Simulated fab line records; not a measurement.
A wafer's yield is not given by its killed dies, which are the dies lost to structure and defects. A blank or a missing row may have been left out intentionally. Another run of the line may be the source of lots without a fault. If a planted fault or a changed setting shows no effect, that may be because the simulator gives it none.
fab line records -- flow nandHarc
record lots=12, wafers=36, lastDay=24
route steps=1159 shown A_BLC@988 A_M0@994 END@1159
lots untouched by any fault: they come from a run of this same line in which no faults occurred
startH: hours from the record's opening day to when the first of the lot's shown wafers began -- waitH: how many hours have passed since the lot's step before this one -- " same as the row above -- L1.1+2: one row covering several wafers at once -- - value missing, or start not given -- * or withheld: withheld -- < > ~ a bound
route shown NAME@n: names a module that has steps shown in the file, with the first one's number in the route -- usual: mean and standard deviation over wafers with no fault -- same: alike in all rows -- chamber/n: place in a boat -- sites: readings site by site -- _std_site: how widely they spread, as a standard deviation -- _edge_site: inner sites' mean taken away from outer sites' mean -- radiusMm: how far each site lies from the wafer's centre -- mask NAME#n: copy n -- behind: tool/chamber where the wafer was last shaped -- hold: the reason the lot was held/the length of the hold in hours/how it ended -- device: which transistor (n, p or np) failed to switch -- end of line: tests of these same wafers at the route's end -- step lacking rows: just its recipe -- killed: count of dies lost to structure and defects at first sort (not the wafer's yield) -- map: a wafer's dies, x killed, . not, _ none there
set.NAME: the setting the step ran with; set.NAME@STEP: the setting that earlier step ran with -- model.NAME: the simulator's own value behind a step, which no gauge read
one table for each step of the route and one row for each wafer, over a sample of lots
services: the hour from which a tool's chamber was out of use, counted from the record's first day as startH (under 0 if before that day), plus the number of hours and why
## steps
# step NHARC_A_BLC_ALD_23
# recipe targetThkA=30, pulseTimeS=1, aldCycles=150, tempC=450, material=TiN
# usual heaterPowerW=1086/130, precursorPulseHeightRel=1.000/0.02
# same aldCycles=150, pulseTimeS=1
lot.wafer,tool,chamber,startH,waitH,heaterPowerW,precursorPulseHeightRel
L883.1,aldMetal-03,2,403.42,-,1061,1.005
L883.2,aldMetal-03,3,403.42,-,1211,0.996
L883.5,aldMetal-03,3,403.42,-,1173,0.987
L882.3,aldMetal-02,1,407.45,-,1241,1.000
L882.1,aldMetal-02,2,407.45,-,1123,1.027
L882.4,aldMetal-02,3,407.45,-,895,0.962
L884.2,aldMetal-03,1,409.12,-,1123,1.011
L884.1,aldMetal-03,2,409.12,-,1065,1.018
L884.4,aldMetal-03,0,409.12,-,910,0.984
L889.3,aldMetal-02,0,446.27,-,1136,1.020
L889.2,aldMetal-02,1,446.27,-,1231,1.004
L889.4,aldMetal-02,2,446.27,-,1167,0.989
L890.4,aldMetal-04,1,452.08,-,1034,0.957
L890.2,aldMetal-04,2,452.08,-,1306,0.994
L890.6,aldMetal-04,1,452.08,-,1030,1.005
L888.3,aldMetal-03,0,452.98,-,906,1.003
L888.5,aldMetal-03,0,452.98,-,870,0.962
L888.6,aldMetal-03,1,452.98,-,1142,0.987
L893.4,aldMetal-04,3,466.29,-,1053,1.008
L893.2,aldMetal-04,1,466.29,-,1030,0.982
L893.6,aldMetal-04,0,466.29,-,862,0.994
L891.4,aldMetal-03,0,467.12,-,900,1.008
L891.2,aldMetal-03,2,467.12,-,1082,0.979
L891.6,aldMetal-03,0,467.12,-,906,0.979
L892.3,aldMetal-02,0,473.43,-,1093,0.945
L892.2,aldMetal-02,2,473.43,-,1182,0.944
L892.6,aldMetal-02,0,473.43,-,1151,1.005
L897.3,aldMetal-04,3,504.14,-,1039,0.995
L897.2,aldMetal-04,0,504.14,-,870,1.022
L897.6,aldMetal-04,1,504.14,-,1017,1.011
L898.4,aldMetal-02,2,504.69,-,1156,0.987
L898.1,aldMetal-02,3,504.69,-,925,1.041
L898.3,aldMetal-02,0,504.69,-,1147,0.987
L900.1,aldMetal-03,0,515.50,-,939,0.999
L900.2,aldMetal-03,1,515.50,-,1209,1.020
L900.3,aldMetal-03,2,515.50,-,1044,1.000
# step NHARC_A_BLC_INSPECT_28
# usual rawDefectCount=446/120
lot.wafer,tool,chamber,startH,waitH,rawDefectCount
L883.1,defectInspect-01,-,404.55,0.1,465
L883.2,defectInspect-01,-,404.55,0.1,532
L883.5,defectInspect-01,-,404.55,0.1,585
L882.1,defectInspect-02,-,408.57,0.1,463
L882.3,defectInspect-02,-,408.57,0.1,735
L882.4,defectInspect-02,-,408.57,0.1,664
L884.1,defectInspect-02,-,418.78,0.1,683
L884.2,defectInspect-02,-,418.78,0.1,432
L884.4,defectInspect-02,-,418.78,0.1,634
L889.2,defectInspect-01,-,448.78,0.1,419
L889.3,defectInspect-01,-,448.78,0.1,452
L889.4,defectInspect-01,-,448.78,0.1,446
L890.2,defectInspect-02,-,453.21,0.1,541
L890.4,defectInspect-02,-,453.21,0.1,255
L890.6,defectInspect-02,-,453.21,0.1,311
L888.3,defectInspect-01,-,454.11,0.1,290
L888.5,defectInspect-01,-,454.11,0.1,343
L888.6,defectInspect-01,-,454.11,0.1,424
L893.2,defectInspect-02,-,470.03,0.1,338
L893.4,defectInspect-02,-,470.03,0.1,531
L893.6,defectInspect-02,-,470.03,0.1,320
L891.2,defectInspect-01,-,470.09,0.1,454
L891.4,defectInspect-01,-,470.09,0.1,508
L891.6,defectInspect-01,-,470.09,0.1,292
L892.2,defectInspect-02,-,474.55,0.1,703
L892.3,defectInspect-02,-,474.55,0.1,482
L892.6,defectInspect-02,-,474.55,0.1,543
L897.2,defectInspect-02,-,505.25,0.1,443
L897.3,defectInspect-02,-,505.25,0.1,351
L897.6,defectInspect-02,-,505.25,0.1,444
L898.1,defectInspect-02,-,505.85,0.1,544
L898.3,defectInspect-02,-,505.85,0.1,424
L898.4,defectInspect-02,-,505.85,0.1,426
L900.1,defectInspect-02,-,524.58,0.1,382
L900.2,defectInspect-02,-,524.58,0.1,440
L900.3,defectInspect-02,-,524.58,0.1,485
# step NHARC_A_M0_DEP_00
# recipe targetThkA=1500, targetThkNm=150, tempC=withheld, pressureTorr=5, flowSccm=200, rfW=600, material=SiOC
lot.wafer,tool,chamber,startH,waitH
L883.1+2+5,pecvd-02,"1,0,0",404.62,0.1
L882.1+3+4,pecvd-03,"1,2,0",409.37,0.8
L884.1+2+4,pecvd-04,"0,1,2",418.84,0.1
L889.3+2+4,pecvd-04,"2,1,2",448.85,0.1
L890.2+4+6,pecvd-02,"2,0,2",453.43,0.2
L888.3+6+5,pecvd-04,"0,1,0",454.27,0.2
L893.2+4+6,pecvd-04,"0,2,0",470.14,0.1
L891.2+6+4,pecvd-03,"2,1,2",470.25,0.2
L892.2+3+6,pecvd-04,"1,2,1",474.62,0.1
L897.2+3+6,pecvd-04,"0,2,0",505.38,0.1
L898.3+1+4,pecvd-03,"0,1,1",505.96,0.1
L900.3+2+1,pecvd-04,"1,2,0",524.65,0.1
# step NHARC_A_M0_INSPECT_11
# usual rawDefectCount=30/14
lot.wafer,tool,chamber,startH,waitH,rawDefectCount
L883.1,defectInspect-02,-,405.58,0.0,21
L883.2,defectInspect-02,-,405.58,0.0,16
L883.5,defectInspect-02,-,405.58,0.0,14
L882.1,defectInspect-02,-,410.33,0.0,30
L882.3,defectInspect-02,-,410.33,0.0,27
L882.4,defectInspect-02,-,410.33,0.0,41
L884.1,defectInspect-02,-,419.68,0.0,20
L884.2,defectInspect-02,-,419.68,0.0,30
L884.4,defectInspect-02,-,419.68,0.0,38
L889.2,defectInspect-01,-,449.68,0.0,37
L889.3,defectInspect-01,-,449.68,0.0,25
L889.4,defectInspect-01,-,449.68,0.0,31
L890.2,defectInspect-02,-,454.30,0.0,12
L890.4,defectInspect-02,-,454.30,0.0,8
L890.6,defectInspect-02,-,454.30,0.0,10
L888.3,defectInspect-02,-,455.01,0.0,31
L888.5,defectInspect-02,-,455.01,0.0,30
L888.6,defectInspect-02,-,455.01,0.0,32
L893.2,defectInspect-01,-,470.94,0.0,12
L893.4,defectInspect-01,-,470.94,0.0,10
L893.6,defectInspect-01,-,470.94,0.0,6
L891.2,defectInspect-02,-,471.12,0.0,27
L891.4,defectInspect-02,-,471.12,0.0,26
L891.6,defectInspect-02,-,471.12,0.0,29
L892.2,defectInspect-01,-,475.45,0.0,48
L892.3,defectInspect-01,-,475.45,0.0,46
L892.6,defectInspect-01,-,475.45,0.0,53
L897.2,defectInspect-02,-,506.41,0.0,1192
L897.3,defectInspect-02,-,506.41,0.0,1137
L897.6,defectInspect-02,-,506.41,0.0,1176
L898.1,defectInspect-02,-,506.75,0.0,60
L898.3,defectInspect-02,-,506.75,0.0,66
L898.4,defectInspect-02,-,506.75,0.0,55
L900.1,defectInspect-02,-,525.60,0.0,1195
L900.2,defectInspect-02,-,525.60,0.0,1160
L900.3,defectInspect-02,-,525.60,0.0,1182
# step NHARC_A_M0_ETCH_15
# recipe targetDepthA=1500, overetchA=150, timeS=82.5, c4f8FlowSccm=withheld, arFlowSccm=400, rfW=600, biasW=300, chemistry=C4F8/Ar
# usual biasW=300.0/0.86, oesProductAu=0.957/0.022, rfVppV=439.3/2.4
lot.wafer,tool,chamber,startH,waitH,biasW,oesProductAu,rfHoursCounterH,rfVppV
L883.1,rieDiel-13,1,-,-,299.2,0.935,5,439.5
L883.2,rieDiel-13,2,-,-,301.1,0.932,8,438.4
L883.5,rieDiel-13,1,-,-,299.0,0.924,-,441.6
L882.3,rieDiel-13,2,-,-,299.5,0.974,8,437.0
L882.4,rieDiel-13,0,-,-,300.5,0.946,8,436.7
L882.1,rieDiel-13,1,-,-,301.0,0.959,6,440.8
L884.2,rieDiel-09,0,-,-,298.2,0.940,9,439.3
L884.4,rieDiel-09,1,-,-,300.1,0.931,10,437.5
L884.1,rieDiel-09,2,-,-,299.5,0.917,10,441.4
L889.3,rieDiel-07,2,-,-,300.8,0.997,4,437.6
L889.4,rieDiel-07,3,-,-,301.2,0.987,3,437.6
L889.2,rieDiel-07,1,-,-,299.4,0.966,4,440.5
L890.2,rieDiel-09,3,-,-,300.6,0.949,1,439.0
L890.6,rieDiel-09,2,-,-,300.6,0.951,-,441.5
L890.4,rieDiel-09,3,-,-,299.1,0.964,-,441.2
L888.3,rieDiel-09,0,-,-,299.2,0.979,1,439.1
L888.5,rieDiel-09,3,-,-,300.2,0.956,-,437.2
L888.6,rieDiel-09,2,-,-,300.1,0.952,-,440.5
L893.2,rieDiel-09,3,-,-,299.9,0.969,2,439.4
L893.4,rieDiel-09,2,-,-,300.1,0.947,2,440.1
L893.6,rieDiel-09,0,-,-,300.0,0.991,-,438.5
L891.4,rieDiel-13,0,-,-,299.6,0.944,1,438.3
L891.2,rieDiel-13,2,-,-,300.1,0.936,1,437.5
L891.6,rieDiel-13,0,-,-,299.5,0.944,-,436.0
L892.2,rieDiel-09,3,-,-,301.1,0.948,3,440.0
L892.3,rieDiel-09,2,-,-,300.4,0.958,3,441.7
L892.6,rieDiel-09,3,-,-,301.5,0.948,-,439.5
L897.2,rieDiel-09,0,-,-,300.8,0.996,4,438.5
L897.3,rieDiel-09,1,-,-,300.3,0.983,4,436.4
L897.6,rieDiel-09,3,-,-,300.7,0.950,-,438.6
L898.4,rieDiel-13,1,-,-,299.8,0.959,4,440.3
L898.1,rieDiel-13,2,-,-,299.5,0.977,4,435.6
L898.3,rieDiel-13,3,-,-,299.6,0.979,4,444.7
L900.2,rieDiel-07,1,-,-,301.0,0.929,9,440.5
L900.1,rieDiel-07,2,-,-,300.7,0.940,8,437.7
L900.3,rieDiel-07,3,-,-,299.2,0.918,8,439.9
# step NHARC_END_SORT_01
# recipe tempC=25
# usual defectLimitedYield=95.5/1.8, killedAtArray=27/11, killedAtOther=0.6/1, killedAtPeriphery=3.0/2.1, killedDies=31/12, killedOpen=3.2/1.7, killedShort=1.7/1.4, sort_bin_2_pct=1.4/0.68, sort_bin_3_pct=0.25/0.2, sort_bin_4_pct=2.9/1.2, sortNPass=646/12, sortRimYieldPct=95.7/2.8, sortYieldPct=95.5/1.8
# same grossDies=677, sort_bin_5_pct[%]=0, sort_bin_6_pct[%]=0, sort_bin_7_pct[%]=0, sort_bin_8_pct[%]=0, sortRimNGross=106.00
lot.wafer,tool,chamber,startH,waitH,defectLimitedYield[%],killedAtArray,killedAtOther,killedAtPeriphery,killedDies,killedOpen,killedShort,sort_bin_2_pct[%],sort_bin_3_pct[%],sort_bin_4_pct[%],sortNPass,sortRimYieldPct[%],sortYieldPct[%]
L882.1,prober-02,0,468.63,2.5,95.9,24,0,4,28,4,0,1.3,0.15,2.7,649,94.3,95.9
L882.3,prober-02,0,470.22,3.1,96.0,21,1,5,27,2,2,1.5,0,2.5,650,98.1,96.0
L882.4,prober-02,0,471.01,3.4,94.1,38,1,1,40,2,3,2.4,0.44,3.1,637,91.5,94.1
L884.1,prober-02,0,476.48,2.6,96.6,19,2,2,23,4,1,1.9,0,1.5,654,97.2,96.6
L884.2,prober-02,0,477.26,2.8,95.3,30,0,2,32,5,0,1.6,0.30,2.8,645,97.2,95.3
L884.4,prober-02,0,478.82,3.4,95.0,27,3,4,34,4,2,1.3,0.15,3.5,643,96.2,95.0
L889.2,prober-02,0,490.00,2.8,95.0,32,0,2,34,7,0,1.0,0.74,3.2,643,89.6,95.0
L889.3,prober-02,0,490.79,3.1,96.3,24,0,1,25,3,2,0.9,0.15,2.7,652,92.5,96.3
L889.4,prober-02,0,491.58,3.4,95.9,25,1,2,28,2,2,1.0,0.30,2.8,649,93.4,95.9
L888.3,prober-02,0,506.19,3.0,95.1,29,1,3,33,2,3,1.6,0.44,2.8,644,99.1,95.1
L888.5,prober-02,0,507.76,3.6,94.8,28,0,7,35,3,3,1.6,0.30,3.2,642,96.2,94.8
L888.6,prober-02,0,508.54,3.9,95.6,27,0,3,30,2,1,1.9,0.30,2.2,647,96.2,95.6
L891.2,prober-01,0,512.16,2.8,96.3,22,1,2,25,5,0,1.5,0.44,1.8,652,95.3,96.3
L891.4,prober-01,0,513.78,3.4,96.9,18,1,2,21,2,0,0.7,0.15,2.2,656,92.5,96.9
L891.6,prober-01,0,515.39,4.0,95.3,26,0,6,32,4,3,1.8,0.30,2.7,645,92.5,95.3
L893.2,prober-02,0,513.15,2.8,98.1,12,0,1,13,1,1,0.4,0,1.5,664,100.0,98.1
L893.4,prober-02,0,514.73,3.4,97.9,12,0,2,14,4,0,0.9,0.15,1.0,663,96.2,97.9
L893.6,prober-02,0,516.31,3.9,98.2,10,0,2,12,3,1,0.6,0.30,0.9,665,98.1,98.2
L898.1,prober-01,0,549.31,2.5,93.9,39,0,2,41,3,1,1.5,0.89,3.7,636,89.6,93.9
L898.3,prober-01,0,550.93,3.1,91.4,57,0,1,58,5,3,3.8,0.30,4.4,619,91.5,91.4
L898.4,prober-01,0,551.73,3.4,92.6,46,1,3,50,4,1,2.2,0.15,5.0,627,87.7,92.6
L897.2,prober-02,0,550.09,2.8,87.9,77,1,4,82,2,2,4.9,3.84,3.4,595,82.1,87.9
L897.3,prober-02,0,550.90,3.1,83.6,109,0,2,111,2,3,5.9,5.32,5.2,566,98.1,83.6
L897.6,prober-02,0,553.32,4.0,87.7,74,0,9,83,3,1,3.7,5.02,3.5,594,84.9,87.7
L900.1,prober-01,0,564.35,2.5,83.0,109,0,6,115,5,1,5.0,3.99,8.0,562,79.2,83.0
L900.2,prober-01,0,565.16,2.8,77.8,148,1,1,150,1,2,7.4,6.65,8.1,527,93.4,77.8
L900.3,prober-01,0,565.97,3.1,77.4,148,0,5,153,6,2,6.1,7.53,9.0,524,84.0,77.4
# killed by level:class
L882.1 A_CHANNEL_HOLE_D1:chamberFilmFlake=9 A_SLIT:chamberFilmFlake=8 P_M1:chamberFilmFlake=2 A_CONTACT:chamberFilmFlake=2 P_M0:geometricParticle:open=1 A_CHANNEL_FILL_D1:geometricParticle:open=1 A_SGD_CUT:geometricParticle:open=1 A_CONTACT:geometricParticle:open=1
L882.3 A_CHANNEL_HOLE_D1:chamberFilmFlake=9 A_SLIT:chamberFilmFlake=6 P_M1:chamberFilmFlake=3 P_GATE:chamberFilmFlake=2 A_ZERO_WELL:chamberFilmFlake=2 A_SGD_CUT:geometricParticle:short=1 A_CONTACT:geometricParticle:short=1 A_BLC:geometricParticle:open=1
L882.4 A_CHANNEL_HOLE_D1:chamberFilmFlake=17 A_SLIT:chamberFilmFlake=13 A_CONTACT:chamberFilmFlake=3 A_SGD_CUT:geometricParticle:short=2 A_ONON_D1:geometricParticle:open=1 A_ONON_D1:geometricParticle:short=1 STARTING-WAFER:geometricParticle:open=1 P_ZERO_WELL:chamberFilmFlake=1
L884.1 A_SLIT:chamberFilmFlake=8 A_CHANNEL_HOLE_D1:chamberFilmFlake=5 A_CONTACT:geometricParticle:open=2 HYBRID_BOND:chamberFilmFlake=2 P_M0:geometricParticle:short=1 P_M0:geometricParticle:open=1 A_WL_FILL:geometricParticle:open=1 A_STAIRCASE:chamberFilmFlake=1
L884.2 A_CHANNEL_HOLE_D1:chamberFilmFlake=11 A_SLIT:chamberFilmFlake=9 A_STAIRCASE:chamberFilmFlake=4 A_CONTACT:geometricParticle:open=3 A_CONTACT:chamberFilmFlake=3 P_CONTACT:geometricParticle:open=2
L884.4 A_SLIT:chamberFilmFlake=12 A_CHANNEL_HOLE_D1:chamberFilmFlake=11 P_GATE:geometricParticle:open=2 HYBRID_BOND:chamberFilmFlake=2 P_GATE:geometricParticle:short=1 P_M0:geometricParticle:open=1 A_CHANNEL_FILL_D1:geometricParticle:open=1 A_CONTACT:geometricParticle:short=1
L889.2 A_CHANNEL_HOLE_D1:chamberFilmFlake=15 A_CONTACT:chamberFilmFlake=7 A_STAIRCASE:chamberFilmFlake=4 A_M0:geometricParticle:open=3 A_CONTACT:geometricParticle:open=2 P_M0:geometricParticle:open=1 A_CHANNEL_FILL_D1:geometricParticle:open=1 P_CONTACT:chamberFilmFlake=1
L889.3 A_CHANNEL_HOLE_D1:chamberFilmFlake=11 A_CONTACT:chamberFilmFlake=6 A_CHANNEL_HOLE_D1:geometricParticle:short=2 A_STAIRCASE:chamberFilmFlake=2 A_CHANNEL_FILL_D1:geometricParticle:open=1 A_CONTACT:geometricParticle:open=1 A_BLC:geometricParticle:open=1 P_GATE:chamberFilmFlake=1
L889.4 A_CHANNEL_HOLE_D1:chamberFilmFlake=12 A_STAIRCASE:chamberFilmFlake=7 A_CONTACT:chamberFilmFlake=2 P_M0:geometricParticle:short=1 A_BLC:geometricParticle:open=1 A_M0:geometricParticle:short=1 A_M1:geometricParticle:open=1 P_BONDPAD:chamberFilmFlake=1
L888.3 A_SLIT:chamberFilmFlake=16 A_STAIRCASE:chamberFilmFlake=3 A_CHANNEL_FILL_D1:chamberFilmFlake=2 P_GATE:geometricParticle:short=1 A_SOURCE_PLATE:geometricParticle:open=1 A_CHANNEL_HOLE_D1:geometricParticle:short=1 A_WL_FILL:geometricParticle:short=1 A_M0:geometricParticle:open=1
L888.5 A_SLIT:chamberFilmFlake=15 A_CONTACT:chamberFilmFlake=5 A_CHANNEL_HOLE_D1:chamberFilmFlake=4 P_ZERO_WELL:chamberFilmFlake=2 A_STAIRCASE:chamberFilmFlake=2 P_CONTACT:geometricParticle:short=1 P_M0:geometricParticle:open=1 P_M0:geometricParticle:short=1
L888.6 A_SLIT:chamberFilmFlake=11 A_CHANNEL_HOLE_D1:chamberFilmFlake=4 A_STAIRCASE:chamberFilmFlake=4 A_ZERO_WELL:chamberFilmFlake=3 A_WL_FILL:chamberFilmFlake=2 P_CONTACT:geometricParticle:short=1 A_CHANNEL_HOLE_D1:geometricParticle:open=1 A_M0:geometricParticle:open=1
L891.2 A_CHANNEL_HOLE_D1:chamberFilmFlake=12 A_CONTACT:chamberFilmFlake=3 A_CONTACT:geometricParticle:open=2 A_STAIRCASE:chamberFilmFlake=2 P_M0:geometricParticle:open=1 A_WL_FILL:geometricParticle:open=1 A_M1:geometricParticle:open=1 P_ZERO_WELL:chamberFilmFlake=1
L893.2 A_CHANNEL_HOLE_D1:chamberFilmFlake=6 A_STAIRCASE:chamberFilmFlake=2 A_CONTACT:chamberFilmFlake=2 P_ZERO_WELL:geometricParticle:open=1 A_WL_FILL:geometricParticle:short=1 A_CHANNEL_FILL_D1:chamberFilmFlake=1
L891.4 A_CHANNEL_HOLE_D1:chamberFilmFlake=12 A_STAIRCASE:chamberFilmFlake=4 P_CONTACT:geometricParticle:open=1 A_WL_FILL:geometricParticle:open=1 P_GATE:chamberFilmFlake=1 A_CHANNEL_FILL_D1:chamberFilmFlake=1 THIN_TSV:chamberFilmFlake=1
L893.4 A_STAIRCASE:chamberFilmFlake=5 A_CONTACT:geometricParticle:open=2 A_CHANNEL_HOLE_D1:geometricParticle:open=1 A_SGD_CUT:geometricParticle:open=1 P_ZERO_WELL:chamberFilmFlake=1 P_STI:chamberFilmFlake=1 A_CHANNEL_HOLE_D1:chamberFilmFlake=1 A_CONTACT:chamberFilmFlake=1
L891.6 A_CHANNEL_HOLE_D1:chamberFilmFlake=15 A_STAIRCASE:chamberFilmFlake=4 P_M0:geometricParticle:open=2 P_GATE:geometricParticle:open=1 P_CONTACT:geometricParticle:open=1 A_CHANNEL_HOLE_D1:geometricParticle:short=1 A_CHANNEL_FILL_D1:geometricParticle:short=1 A_WL_FILL:geometricParticle:short=1
L893.6 A_CHANNEL_HOLE_D1:chamberFilmFlake=3 A_CONTACT:chamberFilmFlake=2 P_M0:geometricParticle:short=1 A_CHANNEL_FILL_D1:geometricParticle:open=1 A_SGD_CUT:geometricParticle:open=1 A_CONTACT:geometricParticle:open=1 P_ZERO_WELL:chamberFilmFlake=1 A_STAIRCASE:chamberFilmFlake=1
L898.1 A_CHANNEL_HOLE_D1:chamberFilmFlake=16 A_SLIT:chamberFilmFlake=14 A_STAIRCASE:chamberFilmFlake=3 A_CONTACT:chamberFilmFlake=2 P_CONTACT:geometricParticle:open=1 A_CHANNEL_HOLE_D1:geometricParticle:open=1 A_CHANNEL_FILL_D1:geometricParticle:open=1 A_M0:geometricParticle:short=1
L897.2 A_M0:unspecified=58 A_CHANNEL_HOLE_D1:chamberFilmFlake=5 A_STAIRCASE:chamberFilmFlake=4 A_CONTACT:chamberFilmFlake=3 P_STI:chamberFilmFlake=2 P_GATE:chamberFilmFlake=2 A_ZERO_WELL:chamberFilmFlake=2 A_ONON_D1:geometricParticle:short=1
L897.3 A_M0:unspecified=94 A_CHANNEL_HOLE_D1:chamberFilmFlake=4 A_CONTACT:chamberFilmFlake=4 A_WL_FILL:chamberFilmFlake=2 P_ZERO_WELL:geometricParticle:open=1 A_ONON_D1:geometricParticle:short=1 A_CHANNEL_FILL_D1:geometricParticle:short=1 A_BLC:geometricParticle:open=1
L898.3 A_SLIT:chamberFilmFlake=23 A_CHANNEL_HOLE_D1:chamberFilmFlake=18 A_CONTACT:chamberFilmFlake=4 A_CONTACT:geometricParticle:open=2 A_M0:geometricParticle:open=2 A_SOURCE_PLATE:geometricParticle:short=1 A_SGD_CUT:geometricParticle:short=1 A_WL_FILL:geometricParticle:short=1
L898.4 A_CHANNEL_HOLE_D1:chamberFilmFlake=18 A_SLIT:chamberFilmFlake=16 A_CHANNEL_FILL_D1:chamberFilmFlake=4 P_CONTACT:geometricParticle:open=2 A_CONTACT:chamberFilmFlake=2 A_CONTACT:geometricParticle:open=2 A_STAIRCASE:chamberFilmFlake=2 A_CHANNEL_FILL_D1:geometricParticle:short=1
L897.6 A_M0:unspecified=64 P_STI:chamberFilmFlake=4 A_CHANNEL_HOLE_D1:chamberFilmFlake=3 A_CONTACT:chamberFilmFlake=3 P_M0:geometricParticle:open=2 A_STAIRCASE:chamberFilmFlake=2 P_GATE:geometricParticle:open=1 A_CONTACT:geometricParticle:short=1
L900.1 A_M0:unspecified=60 A_SLIT:chamberFilmFlake=20 A_CHANNEL_HOLE_D1:chamberFilmFlake=10 A_STAIRCASE:chamberFilmFlake=10 A_CONTACT:chamberFilmFlake=6 P_M2:geometricParticle:open=2 A_SGD_CUT:chamberFilmFlake=2 P_GATE:geometricParticle:open=1
L900.2 A_M0:unspecified=101 A_SLIT:chamberFilmFlake=17 A_CHANNEL_HOLE_D1:chamberFilmFlake=16 A_STAIRCASE:chamberFilmFlake=4 A_SGD_CUT:chamberFilmFlake=4 A_CONTACT:chamberFilmFlake=3 A_SGD_CUT:geometricParticle:short=1 A_CONTACT:geometricParticle:open=1
L900.3 A_M0:unspecified=104 A_SLIT:chamberFilmFlake=17 A_CHANNEL_HOLE_D1:chamberFilmFlake=9 A_CONTACT:chamberFilmFlake=7 A_STAIRCASE:chamberFilmFlake=3 A_SGD_CUT:chamberFilmFlake=3 P_GATE:geometricParticle:open=1 P_CONTACT:geometricParticle:open=1
## services
tool,chamber,startH,hours,kind
rieDiel-13,0,390.10,5.0,repair
rieDiel-07,-,391.30,0.3,repair
rieDiel-07,-,405.20,9.0,pm
aldMetal-04,-,406.12,10.0,pm
rieDiel-13,-,415.69,22.2,repair
pecvd-04,2,419.84,12.0,repair
aldMetal-03,3,428.63,3.1,repair
rieDiel-09,-,431.22,9.0,pm
aldMetal-04,3,435.38,12.8,repair
aldMetal-03,3,439.35,3.7,repair
rieDiel-09,1,449.61,6.1,repair
aldMetal-04,-,452.29,2.3,repair
rieDiel-13,-,453.01,9.0,pm
pecvd-02,2,453.91,2.9,repair
rieDiel-07,0,468.42,3.9,repair
pecvd-03,-,473.08,13.0,pm
rieDiel-09,-,479.72,0.1,repair
pecvd-04,1,489.77,15.8,repair
aldMetal-03,-,491.33,2.5,repair
aldMetal-03,-,500.00,10.0,pm
aldMetal-02,0,511.19,28.1,repair
pecvd-02,-,515.05,13.0,pm
rieDiel-07,3,518.42,3.1,repair
rieDiel-09,3,523.87,15.8,repair
## key
firstSign step=NHARC_A_M0_INSPECT_11, reading=rawDefectCount, direction=up, sigmas=79, usual=30, struck=1174
effect step=NHARC_END_SORT_01, reading=killedAtArray, direction=up, sigmas=7.3, usual=27, struck=111
moreKillsBornAt NHARC_A_M0_DEP_00@pecvd-04=481
metAt NHARC_A_M0_DEP_00
struckLots L897,L900
notActingAt NHARC_A_BLC_ALD_23,NHARC_A_BLC_INSPECT_28,NHARC_A_M0_ETCH_15
onsetBetween 474.62 505.38
fault kind=chamberParticleSource, tool=pecvd-04, chamber=-, onsetH=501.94, steps=NHARC_A_M0_DEP_00, ratePerVisitCm2=1.7721, endH=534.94
